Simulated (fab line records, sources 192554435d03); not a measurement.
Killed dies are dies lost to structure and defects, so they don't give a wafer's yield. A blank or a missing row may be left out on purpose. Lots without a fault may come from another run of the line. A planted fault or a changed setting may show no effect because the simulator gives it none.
A struck lot beside a sound one | flow n5_finfet | 16 steps out of a route of 1938
Sound: wafers L112.2, L112.4, L112.5. Struck: wafers L119.3, L119.5. (L119.4 of the same lot was not struck and is left out.) The cause comes at the end.
At each step with rows: each side's tool, then ch and its chambers, then its first start. Under that, the readings that differ: sound wafers | struck wafers | difference of the means | sigmas: that difference in standard deviations of wafers without a fault.
alike: readings whose means differ by less than 2 such deviations, and words and numbers that are the same on both sides. not compared: withheld readings, readings that some wafer has no value for, bounds like >300 that may hide the same value, and numbers for which the record gives no deviation and whose values overlap.
The two part at a step that has a row with sigmas, a row that says differs or no value, or rows on one side only. Numbers that don't overlap but have no deviation are shown without sigmas and don't part them. A reading that every wafer of one side lacks parts them only if that side has two wafers or more.

first, 8 steps without rows for these wafers: N5_FIN_SAQP_COAT_49 (time 60 s, resist thk 100 nm); N5_FIN_SAQP_COAT_50 (time 60 s, resist thk 35 nm); N5_FIN_SAQP_COAT_10 (resist thk 90 nm); N5_FIN_SAQP_EBR_12; N5_FIN_SAQP_SOFTBAKE_11 (time 60 s); N5_FIN_SAQP_EXPOSE_13 (exposes mask FIN CORE, target cd 35.6 nm); N5_FIN_SAQP_PEB_14 (peb time 60 s); N5_FIN_SAQP_DEVELOP_15 (develop time 30 s).
N5_FIN_SAQP_CD_MEAS_16: target cd 35.6 nm.
  sound on cd_sem-03 ch 0, day 3 21:55; struck on cd_sem-01 ch 0, day 5 17:26
  alike: cd_nm
N5_FIN_SAQP_OVL_MEAS_17:
  sound on overlay-01 ch 0, day 3 21:58; struck on overlay-02 ch 0, day 5 17:28
  alike: FIN_CORE_OVL
N5_FIN_SAQP_INSPECT_18: inspects for defects (brightfield).
  sound on defect_inspect-01, day 3 21:59; struck on defect_inspect-02, day 5 17:29
  alike: raw_defect_count
N5_FIN_SAQP_DESCUM_21: chemistry O2, time 7.9 s.
  sound on rie_diel-06 ch 0,1,3, day 3 22:01; struck on rie_diel-06 ch 0,1, day 5 17:31
  alike: drypump_motor_current_A, oes_product_au, rf_vpp_V, showerhead_plenum_p_Torr, throttle_valve_pct
  not compared: rf_hours_counter_h
N5_FIN_SAQP_ETCH_51: etches SiARC in CF4, target depth 45.5 nm, time 75.8 s.
  sound on rie_diel-06 ch 0,1,3, day 3 22:03; struck on rie_diel-06 ch 0,1, day 5 17:34
  reading               | sound          | struck      | difference | sigmas
  etch_rf_on_time_s (s) | 78.9 76.0 77.9 | 116.8 118.7 | +40.1      | +22
  alike: drypump_motor_current_A, oes_product_au, rf_vpp_V, showerhead_plenum_p_Torr, throttle_valve_pct
  not compared: rf_hours_counter_h
N5_FIN_SAQP_ETCH_52: etches SOC in N2/H2, target depth 100 nm, overetch 20 nm, time 150 s.
  sound on rie_diel-06 ch 0,1,3, day 3 22:07; struck on rie_diel-06 ch 0,1, day 5 17:37
  alike: drypump_motor_current_A, oes_product_au, rf_vpp_V, showerhead_plenum_p_Torr, throttle_valve_pct
  not compared: rf_hours_counter_h
-- the record jumps here: 6 days lie between the struck wafers' starts before and after (it left off in module FIN_SAQP and takes up again in module BEOL_M4, whose first step shown is number 1111 of the route) --
N5_BEOL_M4_RC_MEAS_101:
  sound on prober-02 ch 0, day 9 22:15; struck on prober-02 ch 0, day 11 21:20
  alike: DIBL_N, DIBL_P, IOFF_N, IOFF_P, ION_N, ION_P, SS_N, SS_P, VT_N, VT_P
-- the record jumps here: 4 days lie between the struck wafers' starts before and after (it left off in module BEOL_M4 and takes up again in module PASSIVATION, whose first step shown is number 1936 of the route) --
N5_PASSIVATION_PROBE_49:
  sound on prober-01, day 14 06:04; struck on prober-01, day 16 07:05
  alike: defect_limited_yield, killed_at_M0_to_M3, killed_at_M4_up, killed_at_contacts, killed_at_front_end, killed_at_other, killed_dies, killed_open, killed_short, sort_bin_5_function, sort_bin_6_memory, sort_n_pass, sort_yield_pct

WHERE THEY PART
Only at N5_FIN_SAQP_ETCH_51, within this record. Later steps at which nothing parts them and some readings are alike: N5_FIN_SAQP_ETCH_52, N5_BEOL_M4_RC_MEAS_101, N5_PASSIVATION_PROBE_49.

WHY: what the simulator had put in
Process parameter drift: rie_diel-06, from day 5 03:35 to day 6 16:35, at N5_FIN_SAQP_ETCH_51. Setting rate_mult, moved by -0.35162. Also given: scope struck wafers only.
